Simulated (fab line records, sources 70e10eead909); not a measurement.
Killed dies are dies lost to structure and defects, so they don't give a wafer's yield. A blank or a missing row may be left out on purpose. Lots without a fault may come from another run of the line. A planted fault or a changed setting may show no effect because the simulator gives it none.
fab line records | flow nand_harc
record lots=23 wafers=69 last_day=33
route steps=1302 shown A_SGD_CUT@919 A_SLIT@934 A_SIN_REMOVE@951 A_WL_FILL@952
lots that met no fault: from a run of the same line without faults
start_h: hours from the record's first day to the start of the lot's first wafer shown | wait_h: hours since the lot's step before | " the same as in the row above | L1.1+2: a row that stands for several wafers | - no value, or no start given | * or withheld: withheld | < > ~ a bound
route shown NAME@n: a module of which the file shows steps, and the number in the route of the first | usual: mean/standard deviation of fault-free wafers | same: alike in all rows | chamber/n: place in a boat | sites: the reading at each site | _std_site: their standard deviation | _edge_site: outer sites' mean less inner sites' | radius_mm: how far each site lies from the wafer's centre | mask NAME#n: copy n | behind: the tool/chamber that last shaped the wafer | hold: why the lot was held/for how many hours/how that ended | device: the transistor (n, p or np) that didn't switch | end of line: the same wafers' tests at the end of the route | a step without rows: its recipe alone | killed: dies lost to structure and defects at the first sort, not the wafer's yield | map: a wafer's dies, x killed, . not, _ none there
set.NAME: the setting as run; set.NAME@STEP: as run at that earlier step | model.NAME: the simulator's own value behind a step, which no gauge read
steps of the route over a sample of lots; a table a step, a row a wafer
services: from which hour (start_h, from the record's first day; less than 0 if before it) a tool's chamber was out of use, for how many hours, and why
## steps
# step NHARC_A_SGD_CUT_ETCHBACK_24
# recipe target_depth_a=500 over_etch_frac=0.3 time_s=92.857 ion_energy_ev=120 ch3f_flow_sccm=50 o2_flow_sccm=30 ar_flow_sccm=200 rf_w=500 bias_w=100 chemistry=CH3F/O2
# usual ch3f_flow_sccm=50.00/0.15 drypump_motor_current_A=5.7/0.33 mfc_ar_sccm=200.0/0.63 oes_product_au=0.97/0.034 rf_vpp_V=244.8/1.8 showerhead_plenum_p_Torr=2.50/0.11 throttle_valve_pct=20.663/0.0085
# columns lot.wafer tool chamber start_h wait_h ch3f_flow_sccm drypump_motor_current_A mfc_ar_sccm oes_product_au rf_hours_counter_h rf_vpp_V showerhead_plenum_p_Torr throttle_valve_pct
L074.2 rie_diel-04 0 441.76 0.2 49.67 5.5 200.8 0.96 5 244.0 2.45 20.659
L074.6 " 3 " " 49.89 5.5 200.6 0.96 - 241.4 2.29 20.665
L074.5 " 0 " " 49.90 5.5 200.7 0.98 - 242.9 2.45 20.665
L075.2 rie_diel-04 0 466.29 0.1 50.07 5.5 199.3 0.96 6 243.7 2.45 20.656
L075.1 " 1 " " 50.01 5.3 199.3 0.95 5 244.7 2.45 20.670
L075.5 " 1 " " 49.97 5.3 199.6 0.96 - 244.2 2.45 20.655
L078.2 rie_diel-08 2 480.08 0.2 49.89 5.9 199.5 0.99 5 246.3 2.63 20.669
L078.1 " 3 " " 50.05 6.0 199.8 0.97 5 244.1 2.49 20.664
L078.5 " 0 " " 49.79 5.7 199.9 0.98 - 247.0 2.54 20.668
L076.1 rie_diel-09 1 480.09 0.2 49.87 6.1 199.0 0.94 15 241.8 2.29 20.666
L076.6 " 3 " " 50.07 6.0 199.5 0.94 - 243.9 2.55 20.656
L076.4 " 1 " " 49.97 6.1 198.0 0.93 - 242.8 2.29 20.663
L077.4 rie_diel-04 3 488.81 0.2 49.80 5.5 200.1 0.93 7 241.7 2.29 20.655
L077.6 " 1 " " 50.26 5.3 200.5 0.93 - 243.1 2.44 20.660
L077.5 " 2 " " 49.87 6.3 199.5 0.93 - 245.9 2.61 20.673
L079.3 rie_diel-08 2 497.47 0.2 49.93 5.9 200.4 1.02 5 248.0 2.63 20.659
L079.2 " 3 " " 50.17 5.9 200.6 1.00 6 246.3 2.49 20.651
L079.6 " 2 " " 50.13 5.9 199.9 1.02 - 246.4 2.63 20.663
L080.1 rie_diel-09 3 507.29 0.1 50.17 6.0 199.7 1.01 0 244.8 2.55 20.665
L080.4 " 2 " " 50.32 5.1 200.2 1.00 0 245.3 2.55 20.653
L080.6 " 0 " " 50.06 5.4 200.0 1.00 - 247.4 2.62 20.673
L082.4 rie_diel-09 1 524.60 0.1 49.73 5.9 201.4 0.98 2 241.3 2.29 20.656
L082.1 " 2 " " 50.08 5.1 200.1 0.98 2 245.2 2.55 20.678
L082.2 " 3 " " 50.06 6.0 200.0 0.97 2 245.2 2.55 20.659
L081.3 rie_diel-08 1 524.60 0.2 50.02 5.5 200.9 0.92 7 242.8 2.46 20.662
L081.1 " 3 " " 49.83 5.9 199.5 0.93 7 244.0 2.49 20.655
L081.5 " 2 " " 49.97 5.9 198.9 0.93 - 246.4 2.63 20.647
L084.3 rie_diel-08 2 536.40 0.1 49.93 5.9 199.5 1.01 7 246.7 2.63 20.655
L084.6 " 1 " " 50.04 5.5 200.6 0.99 - 243.4 2.46 20.675
L084.5 " 2 " " 50.01 5.9 200.9 1.01 - 247.1 2.63 20.653
L083.3 rie_diel-09 0 536.41 0.2 49.96 5.4 198.9 0.93 4 246.6 2.62 20.656
L083.2 " 2 " " 49.79 5.1 200.2 0.92 3 245.8 2.55 20.654
L083.5 " 0 " " 49.95 5.4 199.0 0.94 - 247.6 2.62 20.684
L087.2 rie_diel-08 0 561.54 0.1 50.02 5.7 200.5 1.00 1 245.1 2.54 20.653
L087.3 " 3 " " 49.96 6.0 199.8 1.00 - 244.9 2.49 20.677
L087.5 " 0 " " 50.05 5.7 200.6 1.01 - 244.6 2.54 20.675
L086.3 rie_diel-04 1 561.54 0.2 49.82 5.2 200.8 1.01 2 244.3 2.44 20.673
L086.1 " 2 " " 50.29 6.3 200.8 1.02 1 246.2 2.61 20.657
L086.6 " 1 " " 50.09 5.3 201.3 1.00 - 243.1 2.44 20.673
L088.2 rie_diel-04 0 572.86 0.2 50.04 5.5 198.9 0.91 1 245.4 2.45 20.675
L088.3 " 1 " " 49.82 5.2 199.4 0.93 2 244.6 2.44 20.661
L088.6 " 0 " " 49.98 5.5 199.6 0.91 - 243.9 2.45 20.659
L089.4 rie_diel-09 0 572.87 0.1 50.13 5.4 199.1 1.01 7 247.3 2.62 20.673
L089.3 " 1 " " 50.08 6.0 199.8 1.01 6 240.6 2.28 20.666
L089.2 " 2 " " 49.97 5.1 200.2 1.01 7 244.4 2.55 20.652
L090.4 rie_diel-08 2 595.01 0.2 50.14 5.9 199.1 1.00 2 246.5 2.63 20.677
L090.3 " 3 " " 50.11 5.9 199.8 0.99 3 243.9 2.49 20.669
L090.5 " 1 " " 49.82 5.6 199.9 0.99 - 244.4 2.45 20.665
L091.2 rie_diel-08 2 615.09 0.2 50.12 5.9 199.7 0.94 3 246.7 2.63 20.666
L091.6 " 1 " " 49.89 5.6 199.3 0.91 - 242.6 2.45 20.674
L091.5 " 2 " " 50.13 5.9 199.7 0.93 - 248.1 2.63 20.685
L092.4 rie_diel-09 2 618.27 0.1 49.86 5.1 199.4 0.93 12 244.5 2.55 20.665
L092.1 " 3 " " 50.10 6.0 200.7 0.93 12 245.5 2.55 20.662
L092.5 " 3 " " 49.80 6.1 199.7 0.93 - 246.1 2.55 20.664
L093.1 rie_diel-09 3 640.77 0.2 50.02 6.0 200.3 0.92 13 245.4 2.55 20.654
L093.6 " 2 " " 49.97 5.1 200.5 0.92 - 245.9 2.55 20.666
L093.5 " 3 " " 49.96 6.0 200.5 0.94 - 246.8 2.55 20.658
L095.4 rie_diel-09 1 651.17 0.1 49.94 6.0 200.0 0.99 13 242.2 2.28 20.658
L095.3 " 0 " " 49.84 5.4 200.5 1.00 14 246.7 2.62 20.674
L095.5 " 2 " " 50.10 5.1 200.6 0.98 - 244.8 2.55 20.661
L096.3 rie_diel-08 2 651.17 0.1 50.19 6.0 200.3 0.93 4 246.3 2.63 20.660
L096.1 " 1 " " 49.82 5.5 199.1 0.91 5 243.9 2.45 20.655
L096.5 " 2 " " 50.12 5.9 199.5 0.93 - 247.6 2.63 20.647
L094.2 rie_diel-04 1 651.18 0.2 50.08 5.3 200.8 0.99 7 243.8 2.44 20.661
L094.3 " 2 " " 49.87 6.3 200.9 1.00 7 246.7 2.61 20.667
L094.5 " 1 " " 50.07 5.3 200.4 1.00 - 244.8 2.44 20.665
L097.2 rie_diel-08 1 661.21 0.1 49.96 5.6 200.0 0.92 6 243.6 2.45 20.646
L097.4 " 3 " " 50.00 5.9 200.8 0.93 6 244.3 2.49 20.662
L097.6 " 2 " " 50.30 5.9 199.6 0.95 - 246.3 2.63 20.659
# step NHARC_A_SLIT_OVL_MEAS_10
# usual overlay_x_nm=-0.2/0.74 overlay_y_nm=0.0/0.79
# columns lot.wafer tool chamber start_h wait_h overlay_x_nm overlay_y_nm
L074.2 overlay-01 - 447.96 - 0.4 1.1
L074.5 " - " " 0.0 0.9
L074.6 " - " " 0.3 0.7
L075.1 overlay-01 - 471.81 - -0.8 -1.1
L075.2 " - " " -1.1 -0.6
L075.5 " - " " -0.7 -0.9
L078.1 overlay-02 - 485.30 - -0.5 -0.8
L078.2 " - " " -0.4 0.1
L078.5 " - " " -0.4 -0.4
L076.1 overlay-01 - 485.46 - 0.6 0.0
L076.4 " - " " 0.5 -0.1
L076.6 " - " " 0.6 0.2
L077.4 overlay-02 - 495.16 - -0.3 1.3
L077.5 " - " " -0.8 1.1
L077.6 " - " " -0.8 1.4
L079.2 overlay-01 - 505.35 - -0.7 0.8
L079.3 " - " " -0.2 0.6
L079.6 " - " " -0.2 0.5
L080.1 overlay-01 - 514.57 - -0.9 0.7
L080.4 " - " " -0.7 0.8
L080.6 " - " " -0.6 0.8
L082.1 overlay-01 - 529.85 - -1.4 -0.3
L082.2 " - " " -2.3 -0.2
L082.4 " - " " -1.4 -0.4
L081.1 overlay-01 - 529.88 - -1.3 0.1
L081.3 " - " " -0.5 0.5
L081.5 " - " " -0.3 -0.3
L084.3 overlay-01 - 541.63 - -0.5 -0.2
L084.5 " - " " 0.2 -0.2
L084.6 " - " " 0.3 -1.0
L083.2 overlay-01 - 542.33 - 0.7 0.2
L083.3 " - " " 0.6 0.8
L083.5 " - " " 0.7 -0.1
L086.1 overlay-01 - 566.63 - -0.4 -0.5
L086.3 " - " " -0.3 -0.3
L086.6 " - " " -0.6 0.1
L087.2 overlay-01 - 570.39 - 0.8 0.3
L087.3 " - " " 0.3 -0.2
L087.5 " - " " 0.6 0.2
L088.2 overlay-01 - 577.97 - -0.5 -0.7
L088.3 " - " " 0.4 -0.8
L088.6 " - " " -0.4 -1.0
L089.2 overlay-02 - 578.85 - 0.4 -1.6
L089.3 " - " " 0.3 -2.2
L089.4 " - " " 0.3 -1.7
L090.3 overlay-02 - 600.20 - -0.5 -0.8
L090.4 " - " " -0.4 -0.6
L090.5 " - " " -0.4 0.2
L091.2 overlay-01 - 620.29 - 0.4 -0.9
L091.5 " - " " 0.6 -0.8
L091.6 " - " " 1.0 -0.9
L092.1 overlay-02 - 627.25 - 0.4 1.2
L092.4 " - " " 0.4 0.5
L092.5 " - " " 0.2 0.8
L093.1 overlay-02 - 645.98 - 0.0 0.4
L093.5 " - " " 0.5 0.2
L093.6 " - " " 0.0 -0.4
L094.2 overlay-02 - 656.35 - -1.7 -0.2
L094.3 " - " " -1.4 -0.6
L094.5 " - " " -1.6 -0.5
L095.3 overlay-01 - 656.51 - -0.4 0.7
L095.4 " - " " -0.5 0.8
L095.5 " - " " -0.6 1.2
L096.1 overlay-02 - 660.12 - 0.1 0.4
L096.3 " - " " 0.7 -0.1
L096.5 " - " " 0.0 0.5
L097.2 overlay-02 - 666.66 - 0.9 0.5
L097.4 " - " " 1.2 0.7
L097.6 " - " " 1.3 0.3
# step NHARC_A_SLIT_ETCH_15
# recipe target_depth_a=62000 over_etch_frac=0.3 time_s=1612 ion_energy_ev=150 o2_flow_sccm=400 cos_flow_sccm=20 ar_flow_sccm=0 rf_w=500 bias_w=300 chemistry=O2/COS
# usual drypump_motor_current_A=5.8/0.41 mfc_ar_sccm=0.003/0.0043 oes_product_au=1.001/0.011 rf_vpp_V=314.1/2 showerhead_plenum_p_Torr=3.12/0.13 throttle_valve_pct=28.330/0.0093
# columns lot.wafer tool chamber start_h wait_h drypump_motor_current_A mfc_ar_sccm oes_product_au rf_hours_counter_h rf_vpp_V showerhead_plenum_p_Torr throttle_valve_pct
L074.2 rie_diel-06 2 - - 5.9 0.003 1.022 7.0 313.4 3.06 28.317
L074.6 " 3 " " 5.4 0.009 1.000 - 314.7 3.18 28.321
L074.5 " 0 " " 6.6 0.005 1.003 - 311.9 2.95 28.332
L075.2 rie_diel-02 3 - - 5.8 0 1.006 4.1 315.8 3.18 28.336
L075.1 " 1 " " 5.6 0 0.977 3.3 315.5 3.22 28.334
L075.5 " 3 " " 5.8 0 1.014 - 314.6 3.18 28.325
L078.1 rie_diel-02 3 - - 5.8 0 1.012 5.1 315.0 3.18 28.326
L078.2 " 0 " " 5.8 0 1.000 4.9 317.0 3.29 28.322
L078.5 " 2 " " 5.9 0 1.011 - 312.4 3.00 28.323
L076.1 rie_diel-13 1 - - 5.8 0 1.016 7.8 314.5 3.09 28.327
L076.4 " 3 " " 6.4 0.000 1.015 5.7 312.8 2.98 28.316
L076.6 " 1 " " 5.8 0 1.010 - 314.0 3.09 28.343
L077.4 rie_diel-13 3 - - 6.5 0.000 1.008 6.3 312.6 2.98 28.335
L077.6 " 2 " " 5.4 0.013 0.995 - 316.8 3.34 28.322
L077.5 " 3 " " 6.5 0.000 1.007 - 312.4 2.98 28.329
L079.3 rie_diel-13 3 - - 6.5 0.000 1.013 7.8 312.3 2.98 28.342
L079.2 " 0 " " 5.3 0 1.012 9.5 316.2 3.19 28.350
L079.6 " 2 " " 5.4 0.013 0.983 - 317.4 3.34 28.329
L080.4 rie_diel-13 0 - - 5.3 0 0.999 10.0 315.6 3.19 28.332
L080.1 " 1 " " 5.8 0 1.024 10.8 313.1 3.09 28.323
L080.6 " 2 " " 5.4 0.013 0.987 - 316.6 3.34 28.352
L082.4 rie_diel-13 3 - - 6.5 0.000 1.001 0.3 311.0 2.98 28.322
L082.2 " 1 " " 5.7 0 0.993 0.3 313.8 3.09 28.330
L082.1 " 2 " " 5.4 0.013 0.987 0.3 316.4 3.33 28.324
L081.1 rie_diel-02 2 - - 5.9 0 1.002 8.1 313.3 3.00 28.323
L081.3 " 0 " " 5.8 0 1.011 7.3 316.3 3.29 28.334
L081.5 " 2 " " 5.9 0 0.998 - 313.4 3.00 28.334
L084.3 rie_diel-02 0 - - 5.8 0 1.010 8.5 316.8 3.29 28.324
L084.5 " 0 " " 5.8 0 1.000 - 316.0 3.29 28.327
L084.6 " 1 " " 5.6 0 0.973 - 317.0 3.22 28.319
L083.2 rie_diel-06 2 - - 5.8 0.003 1.004 0.7 313.0 3.06 28.330
L083.3 " 3 " " 5.4 0.009 0.983 0.7 315.3 3.18 28.329
L083.5 " 1 " " 6.0 0.000 1.001 - 310.3 2.95 28.327
L086.3 rie_diel-02 3 - - 5.8 0 1.008 10.8 315.9 3.17 28.337
L086.1 " 0 " " 5.8 0 1.016 9.8 317.5 3.29 28.329
L086.6 " 3 " " 5.8 0 1.015 - 315.6 3.17 28.314
L087.2 rie_diel-13 0 - - 5.2 0 1.003 2.2 316.1 3.18 28.328
L087.3 " 1 " " 5.7 0 0.990 1.7 314.1 3.09 28.325
L087.5 " 0 " " 5.3 0 1.008 - 313.9 3.18 28.320
L088.2 rie_diel-13 1 - - 5.8 0 1.003 2.4 313.9 3.09 28.335
L088.3 " 2 " " 5.4 0.013 0.977 2.6 315.7 3.33 28.367
L088.6 " 0 " " 5.3 0 1.001 - 313.9 3.18 28.328
L089.2 rie_diel-06 0 - - 6.6 0.005 0.995 4.9 313.1 2.95 28.322
L089.3 " 2 " " 5.9 0.003 0.995 3.4 313.5 3.06 28.335
L089.4 " 3 " " 5.4 0.009 0.997 3.6 314.5 3.18 28.342
L090.4 rie_diel-06 1 - - 6.0 0.000 0.980 5.8 311.8 2.95 28.328
L090.3 " 2 " " 5.9 0.003 0.991 4.3 314.2 3.06 28.322
L090.5 " 1 " " 5.9 0.000 0.988 - 311.0 2.95 28.336
L091.2 rie_diel-06 1 - - 6.0 0.000 0.990 7.2 312.5 2.95 28.323
L091.6 " 3 " " 5.5 0.009 1.007 - 316.1 3.18 28.348
L091.5 " 0 " " 6.5 0.005 1.012 - 311.5 2.94 28.335
L092.4 rie_diel-06 2 - - 5.9 0.003 0.995 6.0 313.8 3.06 28.320
L092.1 " 3 " " 5.4 0.009 0.994 7.2 312.9 3.18 28.307
L092.5 " 2 " " 5.9 0.003 0.995 - 312.2 3.06 28.333
L093.1 rie_diel-13 1 - - 5.8 0 0.996 5.2 311.8 3.09 28.334
L093.5 " 1 " " 5.8 0 0.995 - 312.8 3.09 28.344
L093.6 " 2 " " 5.4 0.013 0.999 - 316.3 3.33 28.333
L094.2 rie_diel-13 1 - - 5.8 0 0.996 6.3 313.1 3.09 28.350
L094.3 " 3 " " 6.4 0.000 1.026 7.4 311.9 2.97 28.326
L094.5 " 0 " " 5.2 0 1.009 - 315.7 3.18 28.318
L095.4 rie_diel-06 3 - - 5.4 0.009 0.999 8.0 314.8 3.18 28.338
L095.3 " 0 " " 6.6 0.005 1.006 11.5 310.7 2.94 28.329
L095.5 " 3 " " 5.4 0.009 1.010 - 315.0 3.18 28.317
L096.1 rie_diel-13 3 - - 6.5 0.000 1.017 7.9 311.1 2.97 28.332
L096.3 " 0 " " 5.2 0 0.997 8.7 317.0 3.18 28.338
L096.5 " 1 " " 5.7 0 1.002 - 313.5 3.09 28.335
L097.2 rie_diel-02 2 - - 5.9 0 1.014 2.6 312.1 3.00 28.329
L097.4 " 3 " " 5.8 0 1.016 2.6 313.9 3.17 28.335
L097.6 " 2 " " 5.9 0 0.996 - 313.2 3.00 28.328
# step NHARC_A_SLIT_ETCH_26
# recipe bias_v=400 source_w=2000 pressure_mtorr=25 time_s=90 ar_flow_sccm=375 c4f8_flow_sccm=41.7 o2_flow_sccm=83.3 target_depth_a=4000 chemistry=C4F8/O2/Ar
# usual bias_v=400/4.4 drypump_motor_current_A=5.84/0.18 mfc_ar_sccm=375.1/1.1 showerhead_plenum_p_Torr=3.70/0.22 throttle_valve_pct=27.621/0.0096
# columns lot.wafer tool chamber start_h wait_h bias_v drypump_motor_current_A mfc_ar_sccm rf_hours_counter_h showerhead_plenum_p_Torr throttle_valve_pct
L074.2 har_etch-01 0 452.92 3.0 406 6.06 376.9 256 3.47 27.620
L074.5 " 0 " " 408 6.04 375.8 - 3.47 27.608
L074.6 " 1 " " 386 5.65 374.8 - 3.54 27.632
L075.2 har_etch-02 0 476.83 3.0 401 5.69 374.5 53 3.95 27.627
L075.1 " 1 " " 401 5.98 375.3 53 3.93 27.624
L075.5 " 1 " " 397 5.99 375.2 - 3.93 27.627
L078.2 har_etch-02 0 490.23 3.0 404 5.73 375.2 57 3.95 27.605
L078.1 " 1 " " 409 5.97 374.7 57 3.93 27.615
L078.5 " 1 " " 407 5.98 373.7 - 3.93 27.631
L076.1 har_etch-01 1 490.43 3.0 401 5.63 373.4 275 3.53 27.630
L076.4 " 0 " " 402 6.04 376.3 - 3.46 27.619
L076.6 " 0 " " 406 6.02 375.5 - 3.46 27.623
L077.4 har_etch-02 1 500.20 1.3 402 5.98 375.1 - 3.92 27.628
L077.6 " 0 " " 400 5.69 376.5 - 3.94 27.622
L077.5 " 1 " " 406 5.99 375.0 - 3.92 27.621
L079.2 har_etch-01 0 510.25 3.0 405 6.05 375.4 286 3.45 27.634
L079.3 " 1 " " 401 5.64 375.0 - 3.53 27.629
L079.6 " 0 " " 402 6.04 375.9 - 3.45 27.626
L080.1 har_etch-01 1 526.62 3.0 395 5.66 373.9 302 3.52 27.630
L080.4 " 0 " " 399 6.08 373.3 - 3.45 27.622
L080.6 " 1 " " 396 5.64 374.2 - 3.52 27.634
L081.1 har_etch-02 0 534.85 3.0 396 5.71 375.2 80 3.93 27.627
L081.3 " 0 " " 400 5.70 377.0 - 3.93 27.629
L081.5 " 1 " " 397 6.01 374.8 - 3.91 27.623
L082.2 har_etch-01 1 534.89 3.1 396 5.64 373.8 305 3.52 27.619
L082.1 " 0 " " 401 6.04 375.4 305 3.44 27.628
L082.4 " 1 " " 398 5.64 372.8 - 3.52 27.625
L084.3 har_etch-02 0 547.09 1.3 403 5.71 373.1 - 3.93 27.610
L084.5 " 1 " " 397 5.99 377.5 - 3.91 27.624
L084.6 " 0 " " 400 5.72 374.0 - 3.93 27.623
L083.2 har_etch-01 1 547.38 2.5 400 5.64 376.3 317 3.51 27.623
L083.3 " 0 " " 405 6.05 376.0 - 3.44 27.611
L083.5 " 0 " " 395 6.05 375.7 - 3.44 27.596
L086.1 har_etch-01 1 571.58 3.0 402 5.65 373.1 328 3.51 27.628
L086.3 " 0 " " 401 6.04 376.6 - 3.43 27.611
L086.6 " 1 " " 402 5.65 375.1 - 3.51 27.616
L087.2 har_etch-02 1 575.42 2.5 395 5.98 375.5 106 3.90 27.606
L087.3 " 0 " " 407 5.70 375.2 - 3.92 27.623
L087.5 " 0 " " 405 5.68 374.7 - 3.92 27.627
L088.2 har_etch-02 1 583.40 2.5 400 5.98 375.0 114 3.89 27.611
L088.3 " 1 " " 394 5.98 375.0 - 3.89 27.620
L088.6 " 1 " " 396 5.98 373.9 - 3.89 27.625
L089.2 har_etch-02 1 587.19 3.0 393 5.99 376.7 118 3.89 27.625
L089.4 " 1 " " 403 6.00 375.7 - 3.89 27.613
L089.3 " 0 " " 408 5.72 375.0 - 3.91 27.623
L090.4 har_etch-01 1 605.25 1.9 396 5.63 376.7 - 3.50 27.621
L090.3 " 0 " " 399 6.08 374.0 - 3.42 27.620
L090.5 " 0 " " 402 6.07 378.4 - 3.42 27.626
L091.2 har_etch-01 0 625.31 3.0 398 6.05 375.7 351 3.42 27.627
L091.6 " 0 " " 398 6.05 374.4 - 3.42 27.615
L091.5 " 1 " " 395 5.64 374.4 - 3.49 27.626
L092.1 har_etch-01 1 635.83 6.0 400 5.65 375.6 358 3.49 27.618
L092.4 " 1 " " 395 5.64 377.2 - 3.49 27.633
L092.5 " 1 " " 397 5.65 376.6 - 3.49 27.619
L093.1 har_etch-02 1 650.96 2.4 403 5.97 376.1 156 3.87 27.625
L093.5 " 0 " " 396 5.70 376.1 - 3.89 27.611
L093.6 " 1 " " 406 5.98 376.5 - 3.87 27.615
L094.2 har_etch-02 1 661.31 3.0 405 5.98 375.8 164 3.87 27.591
L094.3 " 0 " " 400 5.68 373.7 - 3.88 27.635
L094.5 " 0 " " 405 5.68 373.3 - 3.88 27.605
L095.4 har_etch-01 0 662.37 1.9 394 6.06 376.1 - 3.97 27.610
L095.3 " 1 " " 400 5.62 374.7 - 3.48 27.621
L095.5 " 0 " " 403 6.06 375.5 - 3.97 27.614
L096.1 har_etch-02 1 665.13 2.4 398 5.98 374.7 168 3.86 27.631
L096.3 " 1 " " 393 5.98 375.3 - 3.86 27.623
L096.5 " 1 " " 397 5.97 374.0 - 3.86 27.607
L097.2 har_etch-02 1 673.11 3.0 400 5.99 375.8 175 3.86 27.630
L097.4 " 0 " " 405 5.68 373.7 - 3.88 27.629
L097.6 " 1 " " 395 6.00 377.2 - 3.86 27.626
# step NHARC_A_SIN_REMOVE_INSPECT_04
# usual raw_defect_count=407/91
# columns lot.wafer tool chamber start_h wait_h raw_defect_count
L074.2 defect_inspect-02 - 461.10 0.0 447
L074.5 " - " " 560
L074.6 " - " " 609
L075.1 defect_inspect-02 - 484.92 0.0 568
L075.2 " - " " 574
L075.5 " - " " 486
L078.1 defect_inspect-01 - 498.26 0.0 239
L078.2 " - " " 253
L078.5 " - " " 331
L076.1 defect_inspect-02 - 498.38 0.0 423
L076.4 " - " " 402
L076.6 " - " " 435
L077.4 defect_inspect-02 - 508.25 0.0 348
L077.5 " - " " 337
L077.6 " - " " 319
L079.2 defect_inspect-02 - 518.30 0.0 433
L079.3 " - " " 527
L079.6 " - " " 473
L080.1 defect_inspect-02 - 534.61 0.0 363
L080.4 " - " " 414
L080.6 " - " " 395
L081.1 defect_inspect-02 - 542.88 0.0 330
L081.3 " - " " 356
L081.5 " - " " 404
L082.1 defect_inspect-01 - 542.89 0.0 399
L082.2 " - " " 406
L082.4 " - " " 809
L083.2 defect_inspect-02 - 555.04 0.0 523
L083.3 " - " " 478
L083.5 " - " " 464
L084.3 defect_inspect-01 - 555.05 0.0 344
L084.5 " - " " 234
L084.6 " - " " 472
L086.1 defect_inspect-02 - 579.68 0.0 429
L086.3 " - " " 524
L086.6 " - " " 541
L087.2 defect_inspect-02 - 584.35 0.0 410
L087.3 " - " " 353
L087.5 " - " " 539
L088.2 defect_inspect-01 - 591.42 0.0 364
L088.3 " - " " 332
L088.6 " - " " 359
L089.2 defect_inspect-02 - 595.28 0.0 268
L089.3 " - " " 388
L089.4 " - " " 261
L090.3 defect_inspect-01 - 613.30 0.0 461
L090.4 " - " " 535
L090.5 " - " " 442
L091.2 defect_inspect-01 - 633.35 0.0 398
L091.5 " - " " 302
L091.6 " - " " 390
L092.1 defect_inspect-01 - 644.16 0.0 403
L092.4 " - " " 420
L092.5 " - " " 408
L093.1 defect_inspect-01 - 659.01 0.0 440
L093.5 " - " " 401
L093.6 " - " " 501
L095.3 defect_inspect-01 - 669.32 0.0 458
L095.4 " - " " 314
L095.5 " - " " 381
L094.2 defect_inspect-02 - 669.36 0.0 382
L094.3 " - " " 364
L094.5 " - " " 343
L096.1 defect_inspect-02 - 673.18 0.0 414
L096.3 " - " " 402
L096.5 " - " " 377
L097.2 defect_inspect-01 - 681.19 0.0 333
L097.4 " - " " 302
L097.6 " - " " 403
# step NHARC_A_WL_FILL_ALD_00
# recipe target_thk_a=30 pulse_time_s=3 ald_cycles=30 temp_c=300 material=Al2O3
# usual heater_power_w=458/47 precursor_pulse_height_rel=1.000/0.019
# columns lot.wafer tool chamber start_h wait_h heater_power_w precursor_pulse_height_rel
L074.2 ald_hk-02 1 461.24 0.1 547 1.012
L074.5 " 2 " " 409 0.992
L074.6 " 3 " " 451 0.986
L075.2 ald_hk-03 3 485.01 0.1 447 0.990
L075.1 " 1 " " 400 0.982
L075.5 " 3 " " 445 1.006
L078.2 ald_hk-04 3 498.33 0.1 422 0.986
L078.1 " 0 " " 544 0.975
L078.5 " 0 " " 541 1.020
L076.1 ald_hk-03 1 498.47 0.1 409 1.000
L076.4 " 3 " " 450 0.996
L076.6 " 0 " " 477 1.007
L077.4 ald_hk-04 1 508.98 0.7 482 1.021
L077.6 " 3 " " 422 1.023
L077.5 " 0 " " 547 1.001
L079.2 ald_hk-04 2 518.40 0.1 519 0.998
L079.3 " 3 " " 446 0.992
L079.6 " 2 " " 492 1.015
L080.1 ald_hk-03 0 534.72 0.1 472 0.987
L080.4 " 1 " " 400 1.024
L080.6 " 3 " " 440 0.988
L081.3 ald_hk-04 0 542.94 0.1 534 1.024
L081.1 " 2 " " 501 0.972
L081.5 " 0 " " 543 1.016
L082.2 ald_hk-04 1 543.14 0.2 476 1.035
L082.4 " 2 " " 497 1.047
L082.1 " 3 " " 429 0.990
L084.3 ald_hk-02 0 555.11 0.1 403 0.985
L084.6 " 0 " " 407 1.026
L084.5 " 1 " " 540 1.002
L083.2 ald_hk-03 2 555.16 0.1 413 0.981
L083.3 " 3 " " 443 1.016
L083.5 " 1 " " 407 1.066
L086.1 ald_hk-02 1 579.80 0.1 542 0.987
L086.3 " 2 " " 430 1.004
L086.6 " 0 " " 407 1.022
L087.2 ald_hk-04 2 584.44 0.1 515 1.040
L087.3 " 0 " " 555 1.011
L087.5 " 1 " " 471 0.992
L088.3 ald_hk-04 1 591.54 0.1 467 0.969
L088.2 " 2 " " 508 1.006
L088.6 " 0 " " 562 0.984
L089.2 ald_hk-03 1 596.40 1.1 406 1.008
L089.3 " 3 " " 408 0.986
L089.4 " 0 " " 488 0.994
L090.4 ald_hk-02 0 613.39 0.1 398 0.991
L090.3 " 2 " " 434 1.013
L090.5 " 0 " " 402 0.988
L091.2 ald_hk-04 0 633.50 0.1 507 0.995
L091.5 " 1 " " 444 1.031
L091.6 " 2 " " 514 0.985
L092.4 ald_hk-04 1 644.28 0.1 450 1.020
L092.1 " 2 " " 517 1.002
L092.5 " 0 " " 505 1.002
L093.1 ald_hk-02 1 659.10 0.1 536 0.990
L093.5 " 0 " " 408 0.990
L093.6 " 1 " " 536 1.011
L095.4 ald_hk-03 2 669.44 0.1 415 1.014
L095.3 " 3 " " 416 0.972
L095.5 " 2 " " 414 0.976
L094.3 ald_hk-02 3 669.45 0.1 444 1.017
L094.2 " 1 " " 536 0.979
L094.5 " 2 " " 427 0.969
L096.3 ald_hk-04 0 673.30 0.1 520 1.020
L096.1 " 1 " " 457 1.017
L096.5 " 2 " " 524 1.020
L097.2 ald_hk-03 1 684.39 3.2 412 0.995
L097.4 " 0 " " 476 0.973
L097.6 " 1 " " 414 1.001
## services
# columns tool chamber start_h hours kind
rie_diel-06 1 451.07 3.7 repair
rie_diel-06 - 484.21 9.0 pm
rie_diel-06 2 493.26 16.8 repair
rie_diel-09 - 497.23 9.0 pm
rie_diel-06 3 499.05 7.2 repair
har_etch-02 - 508.11 13.0 repair
rie_diel-06 1 512.26 17.9 repair
rie_diel-13 - 519.00 9.0 pm
rie_diel-06 0 523.91 4.2 repair
ald_hk-03 - 524.27 0.4 repair
rie_diel-08 - 544.80 9.0 pm
rie_diel-08 1 556.27 8.8 repair
rie_diel-08 2 560.38 10.7 repair
har_etch-01 - 576.67 8.1 repair
rie_diel-08 0 587.32 3.5 repair
har_etch-01 - 589.32 0.2 repair
rie_diel-09 3 598.62 9.5 repair
rie_diel-13 2 601.19 1.8 repair
ald_hk-04 - 613.80 10.0 pm
rie_diel-08 0 628.13 2.9 repair
rie_diel-08 1 662.45 3.9 repair
rie_diel-13 - 666.35 0.9 repair
rie_diel-09 - 674.23 9.0 pm
rie_diel-08 - 678.96 0.9 repair
## key
fault none
